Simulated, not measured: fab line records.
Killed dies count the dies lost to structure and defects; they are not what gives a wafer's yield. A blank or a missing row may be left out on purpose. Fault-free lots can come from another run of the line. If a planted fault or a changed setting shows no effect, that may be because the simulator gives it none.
The tool behind it: which one? -- flow nandHarc -- Sampling: 14 lots, 40 wafers, 5 of 1302 route steps

## WHAT THE GAUGES SHOWED, per wafer
NHARC_A_DECK1_JOINT_THK_MEAS_14: measures by ellipsometry. Usual: thkNm at 51.1 nm, with a standard deviation of 1.4.
lot,measured,on,thkNm (nm),flag
L727,day 11 02:44,filmMetro-02,52.3 51.6 52.6,
L728,day 12 01:05,filmMetro-02,51.3 51.9 49.9,
L730,day 12 10:20,filmMetro-02,51.9 50.0 53.0,
L729,day 12 10:20,filmMetro-01,49.0 50.6 49.4,
L731,day 13 01:46,filmMetro-02,52.1 51.0 53.1,
L732,day 13 01:46,filmMetro-01,50.6 50.0 51.7,
L733,day 13 11:39,filmMetro-01,51.0 49.7 51.7,
L734,day 14 11:29,filmMetro-02,50.8 50.6 51.6,
L735,day 14 11:29,filmMetro-01,52.4 47.9 52.8,
L737,day 15 17:30,filmMetro-01,51.5 50.1 49.6,
L741,day 17 10:55,filmMetro-02,53.5 50.4,
L744,day 18 04:14,filmMetro-02,51.9 53.0,
L748,day 20 01:55,filmMetro-01,50.0 51.7 51.2,
L749,day 20 13:01,filmMetro-01,51.4 53.3 54.1,

NHARC_A_ONON_D2_THK_MEAS_18: measures by ellipsometry. Usual: thkNm at 1002 nm, with a standard deviation of 10.
lot,measured,on,thkNm (nm),flag
L727,day 12 17:07,filmMetro-02,1007 1007 1008,
L728,day 13 16:21,filmMetro-01,1006 1006 1006,
L730,day 14 01:06,filmMetro-01,991 988 990,
L729,day 14 01:06,filmMetro-02,1005 1003 1002,
L731,day 14 14:18,filmMetro-02,1020 1017 1018,
L732,day 14 14:18,filmMetro-01,1007 1006 1006,
L733,day 14 19:43,filmMetro-01,996 993 993,
L734,day 15 21:44,filmMetro-02,1002 1002 1002,
L735,day 15 21:44,filmMetro-01,993 993 994,
L737,day 17 04:29,filmMetro-02,1013 1013 1014,
L741,day 18 22:43,filmMetro-01,1003 1000,
L744,day 19 13:46,filmMetro-02,1005 1006,
L748,day 21 14:32,filmMetro-01,1000 998 1001,
L749,day 22 04:47,filmMetro-01,988 987 986,

NHARC_A_ONON_D2_THK_MEAS_21: measures by ellipsometry. Usual: thkNm at 997 nm, with a standard deviation of 11.
lot,measured,on,thkNm (nm),flag
L727,day 12 17:43,filmMetro-01,981 981 980,
L728,day 13 16:56,filmMetro-02,999 1000 1001,
L730,day 14 01:40,filmMetro-01,990 989 990,
L729,day 14 01:40,filmMetro-02,989 988 990,
L731,day 14 14:54,filmMetro-01,997 998 998,
L732,day 14 14:52,filmMetro-02,1007 1008 1005,
L733,day 14 20:17,filmMetro-02,1000 1001 1000,
L734,day 15 22:18,filmMetro-02,993 995 994,
L735,day 15 22:19,filmMetro-01,984 982 981,
L737,day 17 05:04,filmMetro-02,1014 1015 1014,
L741,day 18 23:17,filmMetro-01,1078 987,OFF
L744,day 19 14:20,filmMetro-02,1008 1099,OFF
L748,day 21 15:06,filmMetro-01,995 995 996,
L749,day 22 05:21,filmMetro-02,1012 1010 1011,

## WHICH TOOL RAN EACH LOT (tool, then ch and the chambers of the sampled wafers, then the start)
lot,NHARC_A_CHANNEL_FILL_D1_CMP_10,NHARC_A_ONON_D2_DEP_19
L727,"cmp-04 ch 1,2, day 10 15:40","pecvdOnon-02 ch 0, day 12 17:21"
L728,"cmp-01 ch 0,1,2, day 11 11:02","pecvdOnon-03 ch 0, day 13 16:31"
L730,"cmp-04 ch 0,1, day 11 23:19","pecvdOnon-02 ch 0, day 14 01:16"
L729,"cmp-01 ch 0,2,3, day 11 23:19","pecvdOnon-01 ch 0, day 14 01:10"
L731,"cmp-01 ch 0,2,3, day 12 14:47","pecvdOnon-02 ch 0, day 14 14:29"
L732,"cmp-04 ch 0,1,2, day 12 14:49","pecvdOnon-01 ch 0, day 14 14:25"
L733,"cmp-01 ch 0,1,2, day 13 00:50","pecvdOnon-03 ch 0, day 14 19:46"
L734,"cmp-01 ch 0,2,3, day 14 00:12","pecvdOnon-01 ch 0, day 15 21:47"
L735,"cmp-03 ch 0,1,2, day 14 00:13","pecvdOnon-03 ch 0, day 15 21:55"
L737,"cmp-04 ch 1,2,3, day 15 03:35","pecvdOnon-01 ch 0, day 17 04:37"
L741,"cmp-04 ch 1,2, day 16 23:53","pecvdOnon-01 ch 0, day 18 22:56"
L744,"cmp-03 ch 0,1, day 17 17:16","pecvdOnon-01 ch 0, day 19 13:53"
L748,"cmp-03 ch 2,3, day 19 14:55","pecvdOnon-02 ch 0, day 21 14:35"
L749,"cmp-04 ch 2,3, day 20 02:10","pecvdOnon-03 ch 0, day 22 04:53"
- NHARC_A_CHANNEL_FILL_D1_CMP_10: polishes, target thk 150 nm.
- NHARC_A_ONON_D2_DEP_19: target thk 1000 nm.

## WHAT THE TOOLS THEMSELVES READ (means of the sampled wafers that have a number; where no wafer has one, the mark that the record gives instead)
NHARC_A_CHANNEL_FILL_D1_CMP_10. Usual: motorCurrentA 12.5 A, standard deviation 1.2; timeToEndpointS 14.4 s, standard deviation 1.9.
lot,tool,motorCurrentA (A),timeToEndpointS (s),flag
L727,cmp-04,13.1,11.7,
L728,cmp-01,11.7,14.2,
L730,cmp-04,12.7,16.2,
L729,cmp-01,13.0,15.1,
L731,cmp-01,12.6,13.3,
L732,cmp-04,12.8,15.3,
L733,cmp-01,12.2,14.5,
L734,cmp-01,13.3,14.1,
L735,cmp-03,12.3,16.3,
L737,cmp-04,12.5,15.1,
L741,cmp-04,12.3,15.6,
L744,cmp-03,11.2,15.8,
L748,cmp-03,14.0,11.9,
L749,cmp-04,13.1,13.5,

## THE ANSWER, worked out from the rows above alone
Rule: a lot is off if the mean of its wafers that have a number lies more than 3 standard deviations from the usual mean. A lot without any number at a reading at which 4 lots or more have one is off too. The other lots that the step has rows for count as sound. The gauges are gone through in route order, then the tools' own readings, and for those a lot's mean is taken as printed above. At the first step where some lot is off, the reading lying furthest off is the one used; lots without a number count as furthest.
Off: L741, L744, at NHARC_A_ONON_D2_THK_MEAS_21 (thkNm).
A tool fits if, at a process step before that reading, it ran every lot that is off, and no sound lot after the first of them. The gauges at NHARC_A_ONON_D2_THK_MEAS_21 are tried like those tools. One candidate fits, namely pecvdOnon-01 at NHARC_A_ONON_D2_DEP_19. A fault onset in the window from L737 (day 17 04:37, its last sound lot) to L741 (day 18 22:56, its first lot off) fits.

## WHAT HAD BEEN PUT IN BY THE SIMULATOR
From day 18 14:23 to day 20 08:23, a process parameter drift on pecvdOnon-01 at NHARC_A_ONON_D2_DEP_19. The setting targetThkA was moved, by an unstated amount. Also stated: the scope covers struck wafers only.
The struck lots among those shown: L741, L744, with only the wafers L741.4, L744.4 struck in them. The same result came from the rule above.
